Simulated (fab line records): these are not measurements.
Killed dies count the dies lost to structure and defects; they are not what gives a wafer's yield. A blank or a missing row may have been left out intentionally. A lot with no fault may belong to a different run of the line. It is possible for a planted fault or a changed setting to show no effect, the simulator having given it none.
fab line records	flow nandHarc
record lots=24	wafers=72	lastDay=26
route steps=1159 shown A_SLIT@791 A_WL_FILL@813 A_CONTACT@859
lots with no fault: from the same line, run without faults
startH: hours from the record's opening day to when the first of the lot's shown wafers began	waitH: time in hours since the lot's previous step	" as in the row above	L1.1+2: a single row standing in for several wafers	- no value, or no start given	* or withheld: withheld	< > ~ a bound
route shown NAME@n: NAME is a module with steps in the file, n the number in the route of the first one	usual: mean/standard deviation of fault-free wafers	same: alike in all rows	chamber/n: place in a boat	sites: readings site by site	_std_site: the values' standard deviation	_edge_site: mean of outer sites minus mean of inner sites	radiusMm: for every site, how far away it sits from the centre of the wafer	mask NAME#n: copy n	behind: the tool/chamber that last shaped the wafer	hold: why the lot was held/for how many hours/how that ended	device: transistor that didn't switch, given as n, p or np	end of line: the same wafers' tests at the end of the route	where a step has no rows: the recipe by itself	killed: dies lost to structure and defects at the first sort, not the wafer's yield	map: dies across one wafer; x = killed, . = not, _ = none there
set.NAME: setting as actually run; set.NAME@STEP: the setting as run at that earlier step	model.NAME: the simulator's own value behind a step, which no gauge read
a sample of lots followed through the steps of the route, with each step as a table and each wafer as a row
services: when a tool's chamber went out of use (startH, in hours from the record's first day, below 0 if earlier), for how many hours, and the reason
## steps
# step NHARC_A_SLIT_OVL_MEAS_10
# usual overlayXNm=0.0/0.91	overlayYNm=-0.1/0.75
lot.wafer	tool	chamber	startH	waitH	overlayXNm	overlayYNm
L074.1	overlay-01	-	323.07	-	0.0	-0.2
L074.3	"	-	"	"	0.7	-0.3
L074.6	"	-	"	"	0.8	-0.4
L076.1	overlay-01	-	323.84	-	0.2	0.1
L076.3	"	-	"	"	0.5	-0.9
L076.6	"	-	"	"	-0.1	0.0
L075.3	overlay-02	-	324.78	-	-1.2	1.0
L075.4	"	-	"	"	-1.2	0.3
L075.5	"	-	"	"	-1.2	0.2
L077.3	overlay-01	-	337.87	-	0.2	-0.4
L077.5	"	-	"	"	0.4	-0.6
L077.6	"	-	"	"	0.5	-0.3
L078.1	overlay-02	-	338.04	-	-0.4	0.3
L078.3	"	-	"	"	-0.1	-0.3
L078.5	"	-	"	"	-0.1	0.4
L079.2	overlay-02	-	342.49	-	-0.2	-0.2
L079.3	"	-	"	"	0.1	-0.1
L079.4	"	-	"	"	0.2	0.0
L082.3	overlay-02	-	368.86	-	-1.9	1.3
L082.5	"	-	"	"	-1.5	0.7
L082.6	"	-	"	"	-1.6	1.1
L080.1	overlay-02	-	376.26	-	1.3	-1.0
L080.4	"	-	"	"	1.2	-1.0
L080.5	"	-	"	"	1.3	-1.8
L081.4	overlay-02	-	381.53	-	-1.0	0.3
L081.5	"	-	"	"	-1.3	0.2
L081.6	"	-	"	"	-1.5	-0.4
L083.1	overlay-01	-	382.76	-	1.4	0.3
L083.3	"	-	"	"	1.2	0.1
L083.5	"	-	"	"	1.2	-0.5
L084.1	overlay-01	-	383.25	-	-0.6	0.1
L084.3	"	-	"	"	-0.5	0.0
L084.6	"	-	"	"	-0.2	0.2
L086.2	overlay-01	-	394.62	-	1.4	-2.1
L086.3	"	-	"	"	1.3	-2.0
L086.4	"	-	"	"	1.1	-1.5
L085.3	overlay-01	-	395.17	-	-0.8	-0.2
L085.4	"	-	"	"	-0.6	0.2
L085.6	"	-	"	"	-0.4	-0.1
L087.1	overlay-01	-	395.79	-	0.2	1.0
L087.3	"	-	"	"	0.2	0.6
L087.5	"	-	"	"	0.0	0.9
L088.1	overlay-02	-	406.24	-	0.1	-0.4
L088.2	"	-	"	"	0.7	-0.5
L088.6	"	-	"	"	0.5	-0.2
L089.1	overlay-01	-	406.82	-	0.5	-0.4
L089.2	"	-	"	"	0.4	-0.4
L089.5	"	-	"	"	0.5	-0.7
L090.1	overlay-01	-	415.04	-	-0.5	-0.3
L090.3	"	-	"	"	-1.2	0.0
L090.6	"	-	"	"	-0.8	0.0
L091.3	overlay-01	-	416.18	-	0.6	-0.6
L091.4	"	-	"	"	0.0	-0.8
L091.5	"	-	"	"	-0.1	-0.6
L094.1	overlay-01	-	434.41	-	-0.9	-1.2
L094.4	"	-	"	"	-0.3	-0.4
L094.6	"	-	"	"	-0.9	-0.8
L095.1	overlay-01	-	444.01	-	0.8	1.6
L095.2	"	-	"	"	0.1	1.1
L095.4	"	-	"	"	0.7	0.9
L092.2	overlay-02	-	444.56	-	0.1	-0.1
L092.3	"	-	"	"	0.5	-0.2
L092.5	"	-	"	"	0.5	0.3
L093.4	overlay-01	-	455.70	-	0.1	0.9
L093.5	"	-	"	"	-0.4	1.2
L093.6	"	-	"	"	0.3	0.8
L096.3	overlay-01	-	462.98	-	-1.1	0.3
L096.5	"	-	"	"	-0.6	-0.1
L096.6	"	-	"	"	-1.0	1.1
L097.1	overlay-01	-	477.48	-	2.2	-1.3
L097.2	"	-	"	"	1.5	-0.4
L097.6	"	-	"	"	1.9	-1.3
# step NHARC_A_SLIT_ETCH_15
# recipe targetDepthA=32000	overEtchFrac=0.3	timeS=832	ionEnergyEv=150	o2FlowSccm=400	cosFlowSccm=20	arFlowSccm=0	rfW=500	biasW=300	chemistry=O2/COS
# usual cosFlowSccm=20.00/0.063	drypumpMotorCurrentA=5.8/0.42	oesProductAu=1.001/0.014	rfVppV=313.8/2.3	showerheadPlenumPTorr=3.10/0.15	throttleValvePct=28.330/0.009
lot.wafer	tool	chamber	startH	waitH	cosFlowSccm	drypumpMotorCurrentA	oesProductAu	rfHoursCounterH	rfVppV	showerheadPlenumPTorr	throttleValvePct
L074.3	rieDiel-05	1	-	-	20.08	6.3	1.014	8	316.5	3.29	28.346
L074.1	"	2	"	"	19.94	6.3	1.007	11	316.7	3.23	28.331
L074.6	"	3	"	"	19.96	5.0	1.006	-	315.5	3.25	28.335
L076.1	rieDiel-06	3	-	-	19.97	6.0	1.000	3	310.4	2.92	28.323
L076.3	"	0	"	"	19.98	6.4	0.994	3	314.2	3.17	28.324
L076.6	"	3	"	"	20.05	6.0	1.006	-	311.1	2.92	28.317
L075.3	rieDiel-10	3	-	-	19.96	5.5	1.005	10	315.6	3.33	28.342
L075.4	"	1	"	"	19.97	5.7	1.021	9	312.4	3.06	28.333
L075.5	"	0	"	"	20.06	6.1	1.015	-	312.8	2.95	28.331
L077.3	rieDiel-05	3	-	-	20.03	5.0	1.017	12	317.6	3.25	28.329
L077.5	"	2	"	"	19.87	6.3	1.014	-	315.7	3.23	28.314
L077.6	"	3	"	"	19.98	5.0	1.012	-	316.7	3.25	28.323
L078.3	rieDiel-10	1	-	-	20.04	5.7	1.019	10	312.3	3.06	28.327
L078.1	"	2	"	"	20.12	6.0	0.986	10	313.1	3.00	28.318
L078.5	"	3	"	"	20.00	5.4	1.015	-	315.7	3.33	28.343
L079.3	rieDiel-06	0	-	-	20.03	6.4	0.991	5	314.7	3.17	28.327
L079.4	"	1	"	"	20.02	6.0	1.001	5	310.8	2.92	28.335
L079.2	"	3	"	"	19.94	6.0	1.003	5	309.9	2.92	28.345
L082.3	rieDiel-05	1	-	-	20.03	6.3	1.021	1	316.5	3.29	28.320
L082.6	"	0	"	"	19.84	5.6	1.007	-	310.8	2.96	28.308
L082.5	"	1	"	"	20.05	6.3	1.033	-	315.4	3.29	28.331
L080.4	rieDiel-06	1	-	-	19.91	5.9	0.994	7	310.3	2.92	28.327
L080.1	"	2	"	"	19.98	5.6	0.990	7	315.3	3.12	28.334
L080.5	"	3	"	"	19.96	6.0	1.006	-	310.3	2.92	28.352
L081.4	rieDiel-10	1	-	-	19.99	5.6	0.979	1	312.4	3.06	28.329
L081.6	"	3	"	"	19.96	5.5	0.995	-	318.2	3.33	28.332
L081.5	"	0	"	"	20.07	6.1	0.988	-	313.0	2.95	28.322
L083.1	rieDiel-06	0	-	-	20.04	6.4	1.005	8	315.8	3.17	28.328
L083.3	"	3	"	"	20.04	6.1	1.004	8	310.5	2.92	28.334
L083.5	"	0	"	"	20.05	6.4	0.997	-	316.6	3.17	28.341
L084.1	rieDiel-05	0	-	-	20.02	5.6	1.009	2	311.7	2.96	28.334
L084.3	"	2	"	"	19.93	6.3	1.023	2	314.2	3.22	28.339
L084.6	"	0	"	"	19.98	5.6	1.008	-	311.6	2.96	28.329
L086.3	rieDiel-06	1	-	-	19.99	5.9	0.982	9	311.9	2.92	28.326
L086.2	"	3	"	"	19.93	6.0	1.009	8	309.9	2.92	28.335
L086.4	"	0	"	"	19.94	6.4	0.989	9	314.7	3.17	28.322
L085.4	rieDiel-05	3	-	-	19.99	4.9	0.999	3	315.3	3.25	28.330
L085.3	"	2	"	"	19.95	6.4	1.017	3	315.0	3.23	28.324
L085.6	"	3	"	"	20.07	5.0	0.996	-	317.7	3.25	28.330
L087.3	rieDiel-10	3	-	-	20.01	5.5	0.995	2	317.4	3.33	28.337
L087.1	"	0	"	"	20.02	6.0	0.987	2	313.0	2.95	28.332
L087.5	"	3	"	"	20.02	5.5	0.994	-	317.2	3.33	28.330
L088.2	rieDiel-05	0	-	-	20.06	5.6	1.011	5	313.6	2.95	28.319
L088.1	"	2	"	"	20.11	6.3	1.016	4	315.0	3.22	28.327
L088.6	"	2	"	"	20.04	6.3	1.013	-	313.7	3.22	28.339
L089.2	rieDiel-10	1	-	-	19.97	5.7	0.999	2	313.4	3.06	28.332
L089.1	"	2	"	"	20.09	6.0	0.975	3	312.2	3.00	28.335
L089.5	"	1	"	"	20.05	5.7	1.006	-	312.9	3.06	28.320
L090.3	rieDiel-05	3	-	-	19.92	5.0	0.993	5	317.1	3.25	28.331
L090.1	"	1	"	"	20.07	6.3	1.029	5	317.1	3.29	28.327
L090.6	"	0	"	"	20.01	5.6	1.015	-	311.3	2.95	28.345
L091.3	rieDiel-06	0	-	-	19.93	6.4	0.991	11	314.7	3.17	28.316
L091.5	"	1	"	"	19.86	5.9	1.009	-	311.4	2.92	28.329
L091.4	"	0	"	"	19.91	6.4	0.993	-	314.6	3.17	28.327
L094.4	rieDiel-05	3	-	-	20.08	5.0	0.994	6	315.2	3.24	28.337
L094.1	"	0	"	"	20.08	5.6	1.019	8	313.2	2.95	28.331
L094.6	"	0	"	"	20.06	5.6	1.006	-	310.6	2.95	28.332
L095.2	rieDiel-10	1	-	-	20.02	5.7	0.997	4	312.5	3.06	28.319
L095.1	"	2	"	"	20.00	6.0	0.978	5	312.9	3.00	28.331
L095.4	"	3	"	"	20.07	5.5	1.009	5	316.2	3.33	28.323
L092.2	rieDiel-05	3	-	-	19.98	5.0	0.985	7	316.2	3.24	28.337
L092.3	"	2	"	"	19.94	6.4	1.010	7	315.6	3.22	28.335
L092.5	"	3	"	"	19.92	5.0	0.991	-	316.0	3.24	28.337
L093.4	rieDiel-10	2	-	-	20.05	6.0	0.985	6	312.1	3.00	28.325
L093.5	"	2	"	"	20.05	6.0	0.974	-	310.2	3.00	28.344
L093.6	"	3	"	"	20.06	5.5	1.022	-	317.8	3.33	28.333
L096.3	rieDiel-10	3	-	-	20.01	5.5	1.011	7	317.0	3.33	28.320
L096.5	"	1	"	"	20.01	5.7	0.992	-	313.6	3.06	28.322
L096.6	"	2	"	"	19.96	6.0	0.973	-	311.6	3.00	28.324
L097.2	rieDiel-10	3	-	-	20.02	5.5	1.012	7	316.7	3.33	28.338
L097.1	"	1	"	"	19.96	5.7	1.003	6	312.2	3.06	28.328
L097.6	"	0	"	"	20.02	6.1	0.993	-	310.9	2.94	28.341
# step NHARC_A_WL_FILL_CVD_03
# recipe targetThkA=400	tempC=300	pressureTorr=40	wf6FlowSccm=40	h2FlowSccm=1600	arFlowSccm=1560	timeS=3302	material=W
# usual heaterPowerW=499/40	throttleValvePct=8.3/0.53
lot.wafer	tool	chamber	startH	waitH	heaterPowerW	throttleValvePct
L074.1	cvdW-01	1	336.90	0.5	450	7.4
L074.3	"	0	"	"	520	8.4
L074.6	"	0	"	"	531	8.4
L076.1	cvdW-02	1	340.02	0.4	490	8.9
L076.3	"	1	"	"	474	9.0
L076.6	"	1	"	"	479	9.1
L075.4	cvdW-02	1	343.77	3.8	476	9.0
L075.3	"	0	"	"	563	8.3
L075.5	"	1	"	"	487	9.3
L078.1	cvdW-02	1	355.76	0.1	486	9.1
L078.3	"	0	357.18	1.5	537	8.6
L078.5	"	1	"	"	470	9.2
L077.3	cvdW-01	0	356.60	1.0	513	8.4
L077.6	"	0	"	"	520	8.5
L077.5	"	1	"	"	455	7.5
L079.2	cvdW-01	1	358.48	2.5	443	7.4
L079.4	"	1	"	"	459	7.7
L079.3	"	0	"	"	525	8.7
L082.3	cvdW-01	0	387.55	6.1	517	8.7
L082.5	"	1	"	"	444	7.4
L082.6	"	0	"	"	529	8.6
L080.1	cvdW-01	1	390.14	1.7	438	7.4
L080.4	"	0	391.54	3.1	526	8.8
L080.5	"	1	"	"	450	7.8
L084.1	cvdW-01	0	396.04	2.1	528	8.9
L084.3	"	1	397.47	3.5	452	7.4
L084.6	"	0	"	"	520	8.9
L081.4	cvdW-02	1	396.84	3.2	481	8.6
L081.6	"	1	"	"	455	8.8
L081.5	"	0	"	"	540	8.1
L083.1	cvdW-01	1	398.89	4.8	437	7.5
L083.3	"	1	"	"	456	7.6
L083.5	"	0	401.25	7.1	530	8.8
L086.2	cvdW-01	0	411.91	2.9	529	8.8
L086.4	"	0	"	"	531	8.8
L086.3	"	1	"	"	455	7.9
L085.3	cvdW-02	0	413.23	4.2	559	8.0
L085.4	"	1	"	"	469	8.6
L085.6	"	0	"	"	535	8.0
L087.1	cvdW-01	1	414.74	5.5	449	7.5
L087.3	"	1	"	"	470	7.6
L087.5	"	1	"	"	445	7.7
L088.1	cvdW-01	1	422.90	4.2	439	7.3
L088.2	"	0	"	"	521	8.7
L088.6	"	0	425.20	6.5	523	8.9
L089.2	cvdW-02	1	425.09	6.4	471	8.8
L089.1	"	0	"	"	540	8.1
L089.5	"	1	426.96	8.3	477	8.5
L091.4	cvdW-01	0	437.56	2.6	514	8.8
L091.3	"	1	"	"	452	7.7
L091.5	"	0	"	"	522	8.7
L090.1	cvdW-01	0	439.96	4.5	524	8.8
L090.3	"	1	441.35	5.9	457	7.8
L090.6	"	0	"	"	528	8.7
L094.1	cvdW-02	1	449.84	0.5	477	9.0
L094.4	"	0	"	"	544	8.1
L094.6	"	1	451.74	2.4	478	8.6
L095.2	cvdW-02	1	456.37	0.1	462	8.8
L095.1	"	0	"	"	553	8.1
L095.4	"	1	"	"	472	8.8
L092.2	cvdW-01	0	456.75	0.5	528	8.8
L092.3	"	0	"	"	531	8.9
L092.5	"	1	"	"	448	8.1
L093.4	cvdW-02	0	475.11	3.9	546	8.2
L093.5	"	0	"	"	552	8.2
L093.6	"	0	"	"	550	8.1
L096.3	cvdW-01	1	476.38	1.0	456	7.9
L096.5	"	1	"	"	442	7.5
L096.6	"	0	"	"	509	8.8
L097.1	cvdW-02	0	490.84	1.2	557	8.1
L097.2	"	1	"	"	470	9.0
L097.6	"	1	493.24	3.6	482	8.6
# step NHARC_A_CONTACT_ETCH_49
# recipe targetDepthA=2600	overEtchFrac=0.3	timeS=475.3	ionEnergyEv=200	n2FlowSccm=150	h2FlowSccm=150	arFlowSccm=0	rfW=400	biasW=150	chemistry=N2/H2
# usual drypumpMotorCurrentA=5.8/0.55	oesProductAu=1.007/0.013	rfVppV=431.0/2.4	showerheadPlenumPTorr=2.05/0.086	throttleValvePct=14.172/0.0096
lot.wafer	tool	chamber	startH	waitH	drypumpMotorCurrentA	oesProductAu	rfHoursCounterH	rfVppV	showerheadPlenumPTorr	throttleValvePct
L076.3	rieDiel-13	3	-	-	6.2	1.001	14	434.2	2.12	14.173
L076.1	"	0	"	"	5.6	1.012	15	431.5	2.04	14.162
L076.6	"	2	"	"	6.0	1.030	-	427.4	1.93	14.181
L074.3	rieDiel-07	2	-	-	5.9	1.014	47	432.9	2.13	14.178
L074.1	"	0	"	"	6.7	1.011	53	428.8	1.95	14.171
L074.6	"	2	"	"	5.9	1.006	-	435.1	2.13	14.166
L075.4	rieDiel-11	3	-	-	6.6	1.021	1	431.7	2.09	14.172
L075.3	"	2	"	"	5.5	1.006	1	434.4	2.22	14.178
L075.5	"	0	"	"	5.8	0.998	-	430.2	2.06	14.157
L078.1	rieDiel-13	2	-	-	6.0	1.017	17	426.5	1.93	14.176
L078.3	"	1	"	"	5.3	1.015	20	430.8	2.07	14.162
L078.5	"	3	"	"	6.2	1.002	-	433.6	2.12	14.168
L079.4	rieDiel-11	1	-	-	5.5	0.984	7	432.2	2.12	14.164
L079.2	"	2	"	"	5.5	1.014	6	433.6	2.22	14.176
L079.3	"	3	"	"	6.6	1.016	6	432.8	2.08	14.175
L077.3	rieDiel-07	0	-	-	6.7	1.008	60	429.0	1.95	14.179
L077.6	"	1	"	"	4.7	1.004	-	429.2	1.97	14.162
L077.5	"	0	"	"	6.7	0.989	-	429.0	1.95	14.173
L080.1	rieDiel-13	1	-	-	5.2	1.017	25	429.9	2.07	14.166
L080.4	"	2	"	"	6.0	1.025	23	427.3	1.93	14.186
L080.5	"	2	"	"	6.0	1.033	-	427.8	1.93	14.176
L082.3	rieDiel-13	1	-	-	5.2	1.010	26	431.3	2.07	14.172
L082.5	"	2	"	"	6.1	1.020	-	427.1	1.93	14.193
L082.6	"	3	"	"	6.2	1.004	-	432.8	2.12	14.163
L084.3	rieDiel-13	3	-	-	6.2	1.005	26	431.5	2.12	14.177
L084.1	"	0	"	"	5.6	1.007	27	430.4	2.04	14.148
L084.6	"	2	"	"	6.1	1.018	-	428.3	1.93	14.178
L083.3	rieDiel-13	2	-	-	6.0	1.014	26	428.1	1.93	14.175
L083.1	"	3	"	"	6.2	1.001	27	430.9	2.11	14.170
L083.5	"	2	"	"	6.0	1.015	-	428.1	1.93	14.191
L081.4	rieDiel-07	2	-	-	5.9	0.988	4	432.5	2.12	14.153
L081.5	"	0	"	"	6.7	1.019	-	429.0	1.95	14.172
L081.6	"	1	"	"	4.7	0.985	-	430.3	1.96	14.163
L087.3	rieDiel-11	2	-	-	5.5	1.000	27	435.2	2.21	14.194
L087.1	"	3	"	"	6.6	1.014	26	432.1	2.08	14.182
L087.5	"	0	"	"	5.8	1.006	-	429.6	2.05	14.177
L085.4	rieDiel-07	0	-	-	6.7	1.011	7	426.7	1.95	14.169
L085.3	"	2	"	"	6.0	0.997	6	434.4	2.12	14.176
L085.6	"	1	"	"	4.7	0.983	-	428.8	1.96	14.165
L086.2	rieDiel-11	3	-	-	6.6	1.018	27	431.9	2.08	14.161
L086.4	"	0	"	"	5.8	1.011	29	430.5	2.05	14.171
L086.3	"	1	"	"	5.5	0.989	30	431.3	2.12	14.157
L089.1	rieDiel-07	3	452.32	0.1	5.6	1.016	9	435.5	2.18	14.185
L089.2	"	1	"	"	4.7	0.981	10	429.0	1.96	14.175
L089.5	"	1	"	"	4.7	0.990	-	428.1	1.96	14.174
L088.1	rieDiel-11	1	-	-	5.5	0.990	31	431.7	2.11	14.187
L088.2	"	2	"	"	5.5	1.019	30	433.1	2.21	14.180
L088.6	"	3	"	"	6.6	1.023	-	432.7	2.07	14.166
L090.1	rieDiel-13	2	-	-	6.0	1.004	2	429.2	1.92	14.163
L090.3	"	3	"	"	6.2	1.013	2	432.4	2.11	14.172
L090.6	"	1	"	"	5.2	1.025	-	431.6	2.07	14.163
L091.4	rieDiel-13	2	-	-	6.1	1.013	2	427.6	1.92	14.179
L091.3	"	0	"	"	5.6	1.001	3	429.8	2.03	14.158
L091.5	"	2	"	"	6.1	1.010	-	427.3	1.92	14.182
L094.1	rieDiel-11	1	-	-	5.5	0.980	45	433.5	2.11	14.157
L094.4	"	0	"	"	5.8	1.003	45	428.5	2.04	14.182
L094.6	"	2	"	"	5.5	1.018	-	434.9	2.20	14.159
L095.1	rieDiel-13	0	-	-	5.6	0.987	6	428.8	2.03	14.168
L095.2	"	1	"	"	5.2	1.022	6	432.4	2.07	14.164
L095.4	"	2	"	"	6.1	0.998	6	427.5	1.92	14.162
L092.3	rieDiel-07	0	-	-	6.7	1.017	27	427.1	1.94	14.165
L092.2	"	1	"	"	4.8	0.993	29	429.0	1.95	14.163
L092.5	"	3	"	"	5.6	1.016	-	433.9	2.17	14.163
L093.4	rieDiel-07	3	-	-	5.6	1.014	30	435.2	2.17	14.169
L093.5	"	2	"	"	6.0	0.998	-	433.5	2.12	14.184
L093.6	"	3	"	"	5.6	1.009	-	433.7	2.17	14.193
L096.3	rieDiel-07	3	-	-	5.6	1.017	33	435.5	2.17	14.162
L096.5	"	0	"	"	6.7	1.015	-	426.9	1.94	14.181
L096.6	"	1	"	"	4.7	0.994	-	428.0	1.95	14.190
L097.1	rieDiel-13	3	-	-	6.2	1.018	11	432.9	2.11	14.186
L097.2	"	1	"	"	5.2	1.015	10	432.1	2.07	14.173
L097.6	"	2	"	"	6.1	1.014	-	428.3	1.92	14.180
# step NHARC_A_CONTACT_ETCH_111
# recipe sourceW=withheld	pressureMtorr=20	biasV=withheld	timeS=140	targetDepthA=7000	arFlowSccm=withheld	c4f8FlowSccm=withheld	o2FlowSccm=withheld	chemistry=C4F8/O2/Ar
lot.wafer	tool	chamber	startH	waitH	rfHoursCounterH
L076.1	harCapEtch-03	0	372.85	-	84
L076.3	"	0	"	"	-
L076.6	"	1	"	"	-
L074.1	harCapEtch-02	0	374.77	-	7
L074.3	"	0	"	"	-
L074.6	"	0	"	"	-
L075.3	harCapEtch-03	1	379.04	-	-
L075.4	"	0	"	"	-
L075.5	"	1	"	"	-
L078.1	harCapEtch-03	0	387.02	-	88
L078.3	"	0	"	"	-
L078.5	"	0	"	"	-
L079.2	harCapEtch-02	0	390.04	-	12
L079.3	"	0	"	"	-
L079.4	"	1	"	"	-
L077.3	harCapEtch-03	0	391.74	-	-
L077.6	"	1	"	"	-
L077.5	"	0	"	"	-
L080.1	harCapEtch-03	1	418.56	-	93
L080.4	"	0	"	"	-
L080.5	"	1	"	"	-
L082.3	harCapEtch-02	1	420.05	-	-
L082.6	"	1	"	"	-
L082.5	"	0	"	"	-
L084.1	harCapEtch-03	1	427.90	-	94
L084.3	"	0	"	"	-
L084.6	"	1	"	"	-
L083.1	harCapEtch-01	0	429.61	-	64
L083.3	"	0	"	"	-
L083.5	"	1	"	"	-
L081.4	harCapEtch-03	1	431.87	-	-
L081.6	"	0	"	"	-
L081.5	"	1	"	"	-
L087.1	harCapEtch-03	1	442.71	-	98
L087.3	"	1	"	"	-
L087.5	"	1	"	"	-
L085.4	harCapEtch-02	0	443.07	-	-
L085.3	"	1	"	"	-
L085.6	"	0	"	"	-
L086.2	harCapEtch-02	0	447.83	-	21
L086.3	"	1	"	"	-
L086.4	"	0	"	"	-
L088.1	harCapEtch-02	1	453.68	-	23
L088.2	"	0	"	"	23
L088.6	"	0	"	"	-
L089.1	harCapEtch-01	0	453.77	-	70
L089.2	"	1	"	"	70
L089.5	"	0	"	"	-
L090.1	harCapEtch-03	1	470.20	-	103
L090.3	"	1	"	"	-
L090.6	"	1	"	"	-
L091.4	harCapEtch-02	1	471.96	-	-
L091.3	"	0	"	"	-
L091.5	"	1	"	"	-
L094.1	harCapEtch-02	0	481.08	-	28
L094.4	"	0	"	"	-
L094.6	"	0	"	"	-
L095.2	harCapEtch-01	1	495.04	-	76
L095.1	"	0	"	"	76
L095.4	"	1	"	"	-
L092.2	harCapEtch-03	1	499.20	-	106
L092.3	"	0	"	"	-
L092.5	"	1	"	"	-
L093.4	harCapEtch-03	0	505.30	-	-
L093.5	"	1	"	"	-
L093.6	"	0	"	"	-
L096.3	harCapEtch-01	0	514.77	-	-
L096.6	"	0	"	"	-
L096.5	"	1	"	"	-
L097.1	harCapEtch-01	1	521.20	-	80
L097.2	"	0	"	"	80
L097.6	"	1	"	"	-
# step NHARC_A_CONTACT_ETCH_115
# recipe sourceW=withheld	pressureMtorr=20	biasV=3000	timeS=94	targetDepthA=9220	arFlowSccm=withheld	c4f8FlowSccm=withheld	o2FlowSccm=withheld	chemistry=C4F8/O2/Ar
lot.wafer	tool	chamber	startH	waitH	rfHoursCounterH
L076.1	harCapEtch-03	0	373.47	0.1	84
L076.3	"	0	"	"	-
L076.6	"	1	"	"	-
L074.1	harCapEtch-02	0	375.38	0.1	8
L074.3	"	0	"	"	-
L074.6	"	0	"	"	-
L075.3	harCapEtch-03	1	379.62	0.1	-
L075.4	"	0	"	"	-
L075.5	"	1	"	"	-
L078.1	harCapEtch-03	0	387.48	0.1	89
L078.3	"	0	"	"	-
L078.5	"	0	"	"	-
L079.2	harCapEtch-02	0	390.52	0.1	12
L079.3	"	0	"	"	-
L079.4	"	1	"	"	-
L077.3	harCapEtch-03	0	392.16	0.1	-
L077.6	"	1	"	"	-
L077.5	"	0	"	"	-
L080.1	harCapEtch-03	1	419.01	0.1	93
L080.4	"	0	"	"	-
L080.5	"	1	"	"	-
L082.3	harCapEtch-02	1	420.49	0.1	-
L082.6	"	1	"	"	-
L082.5	"	0	"	"	-
L084.1	harCapEtch-03	1	428.38	0.1	95
L084.3	"	0	"	"	-
L084.6	"	1	"	"	-
L083.1	harCapEtch-01	0	430.08	0.1	64
L083.3	"	0	"	"	-
L083.5	"	1	"	"	-
L081.4	harCapEtch-03	1	432.29	0.1	-
L081.6	"	0	"	"	-
L081.5	"	1	"	"	-
L087.1	harCapEtch-03	1	443.18	0.1	98
L087.3	"	1	"	"	-
L087.5	"	1	"	"	-
L085.4	harCapEtch-02	0	443.50	0.1	-
L085.3	"	1	"	"	-
L085.6	"	0	"	"	-
L086.2	harCapEtch-02	0	448.29	0.1	22
L086.3	"	1	"	"	-
L086.4	"	0	"	"	-
L088.1	harCapEtch-02	1	454.16	0.1	23
L088.2	"	0	"	"	23
L088.6	"	0	"	"	-
L089.1	harCapEtch-01	0	454.24	0.1	70
L089.2	"	1	"	"	70
L089.5	"	0	"	"	-
L090.1	harCapEtch-03	1	470.67	0.1	104
L090.3	"	1	"	"	-
L090.6	"	1	"	"	-
L091.4	harCapEtch-02	1	472.39	0.1	-
L091.3	"	0	"	"	-
L091.5	"	1	"	"	-
L094.1	harCapEtch-02	0	481.56	0.1	28
L094.4	"	0	"	"	-
L094.6	"	0	"	"	-
L095.2	harCapEtch-01	1	495.52	0.1	76
L095.1	"	0	"	"	76
L095.4	"	1	"	"	-
L092.2	harCapEtch-03	1	499.67	0.1	107
L092.3	"	0	"	"	-
L092.5	"	1	"	"	-
L093.4	harCapEtch-03	0	505.73	0.1	-
L093.5	"	1	"	"	-
L093.6	"	0	"	"	-
L096.3	harCapEtch-01	0	515.35	0.1	-
L096.6	"	0	"	"	-
L096.5	"	1	"	"	-
L097.1	harCapEtch-01	1	521.67	0.1	81
L097.2	"	0	"	"	81
L097.6	"	1	"	"	-
## services
tool	chamber	startH	hours	kind
harCapEtch-02	-	305.00	17.0	pm
rieDiel-05	-	340.60	9.0	pm
cvdW-02	-	350.57	0.9	repair
rieDiel-13	2	353.43	10.8	repair
rieDiel-10	-	353.50	9.0	pm
rieDiel-13	3	363.34	4.3	repair
rieDiel-07	3	371.03	30.2	repair
cvdW-02	-	382.46	13.0	pm
rieDiel-05	3	404.91	5.2	repair
rieDiel-07	-	405.26	9.0	pm
harCapEtch-01	-	411.28	0.1	repair
rieDiel-05	2	416.88	2.6	repair
rieDiel-05	1	418.84	2.9	repair
rieDiel-07	2	443.45	30.7	repair
rieDiel-05	2	449.90	18.6	repair
rieDiel-13	-	453.00	9.0	pm
cvdW-02	-	465.62	1.0	repair
cvdW-02	1	467.15	7.8	repair
cvdW-01	-	478.26	13.0	pm
rieDiel-05	2	492.54	1.3	repair
rieDiel-05	0	512.41	19.5	repair
rieDiel-13	0	516.32	3.3	repair
cvdW-02	0	516.75	9.0	repair
rieDiel-05	-	517.60	9.0	pm
## key
fault none
